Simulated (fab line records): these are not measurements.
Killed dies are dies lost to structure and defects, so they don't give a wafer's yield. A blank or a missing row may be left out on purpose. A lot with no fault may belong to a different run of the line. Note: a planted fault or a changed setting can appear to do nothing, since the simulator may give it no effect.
Problem report, 8D (eight disciplines) form, completed by code	flow nandHarc	the parts of the form that need people (team, actions taken, sign-off) are left out

## 1. THE ISSUE
NHARC_P_BONDPAD_ETCH_12, runLengthS: mean 105.3 s over 1 wafer from 1 lot; wafers with no fault: 121.1 s, standard deviation 0.42. Measured from the usual mean, that is -38 standard deviations.
The step: etches the open film in CHF3/O2, target depth 200 nm, time 100 s.
First observed at day 9 16:20: wafer L710.1, on rieDiel-03. The record holds 36 wafers of 12 lots with a number at this step. Rule for "out" (also "out of limits"): further than 4 standard deviations from the usual mean. Any other wafer with a number is counted as sound.

## 2. WHAT IT IS, AND WHAT IT ISN'T
question	is	is not
which readings at this step	runLengthS	drypumpMotorCurrentA, oesProductAu, rfVppV, showerheadPlenumPTorr, throttleValvePct
which lots	L710	L699, L700, L701, L702, L703, L706, L709, L712, L713, L716, L720
which wafers of those lots	L710.1	L710.4, L710.6
read on which tools	rieDiel-03	rieDiel-01, rieDiel-08
when	from day 9 16:20	up to then (26 sound wafers); but 9 sound wafers of L713, L716, L720 came after

## 3. SUSPECTS, AND WHAT RULES EACH OUT
Counting: a tool at a process step up to the reading stays a suspect if it ran every lot that is out. Sound lots after the first of them don't rule it out here, since some wafers of a struck lot are sound.
- pvdSputter-01 at NHARC_P_M2_PRE_CLEAN_30 (time 30 s): kept. The lot that is out, L710, ran on it at day 9 14:01; the last sound lot it ran before that was L700, at day 6 18:05. Because NHARC_P_M2_PRE_CLEAN_30 lacks a start for some lots, the hours and order of its lots are taken from NHARC_P_M2_THK_MEAS_24.
- pvdSputter-01 at NHARC_P_M2_PVD_21 (deposits Cu, target thk 30 nm, time 20.49 s): kept. The lot that is out, L710, ran on it at day 9 14:01; the last sound lot it ran before that was L700, at day 6 18:05. Because NHARC_P_M2_PVD_21 lacks a start for some lots, the hours and order of its lots are taken from NHARC_P_M2_THK_MEAS_24.
- rieDiel-03 at NHARC_P_BONDPAD_ETCH_12 (etches the open film in CHF3/O2, target depth 200 nm, time 100 s): kept. The lot that is out, L710, ran on it at day 9 16:20; the last sound lot it ran before that was L706, at day 8 05:34. Out on those wafers are its own readings of runLengthS.
- Within rieDiel-03 at NHARC_P_BONDPAD_ETCH_12: the wafers that are out ran in chamber 0; their sound lot-mates ran in chambers 1, 2.
Still standing after the count: pvdSputter-01 at NHARC_P_M2_PRE_CLEAN_30, pvdSputter-01 at NHARC_P_M2_PVD_21, rieDiel-03 at NHARC_P_BONDPAD_ETCH_12.

## 4. THE CAUSE (what the simulator had put in)
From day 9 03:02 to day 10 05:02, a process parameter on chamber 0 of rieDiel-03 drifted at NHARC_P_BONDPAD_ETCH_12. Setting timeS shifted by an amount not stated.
Of the 3 suspects that counting leaves, this tool is one.

## 5. THE CHAIN OF EFFECTS, in route order
Each row: a reading whose mean over the struck wafers that have a number lies more than 3 standard deviations from the usual. Readings are gone through only where the record gives a usual standard deviation; hours: the median, over the lots, of the time from a lot's start at the first step in this table giving one to that lot's start at this step; sigmas: the change measured in usual standard deviations.
hours	step	reading	usual	on struck wafers	change	sigmas
0	NHARC_P_BONDPAD_ETCH_12	runLengthS	121.1 s	105.3	-15.8	-38
Here are the process steps it includes:
- NHARC_P_BONDPAD_ETCH_12: etches the open film in CHF3/O2, target depth 200 nm, time 100 s.
Readings that are blank on the struck wafers while sound wafers have them: rfFwdPowerW at NHARC_P_BONDPAD_ETCH_12.

## 6. HOW IT WOULD HAVE BEEN CAUGHT EARLIER
The fault began at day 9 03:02; the first out-of-limits reading in this record came at day 9 16:20, 13 hours later.
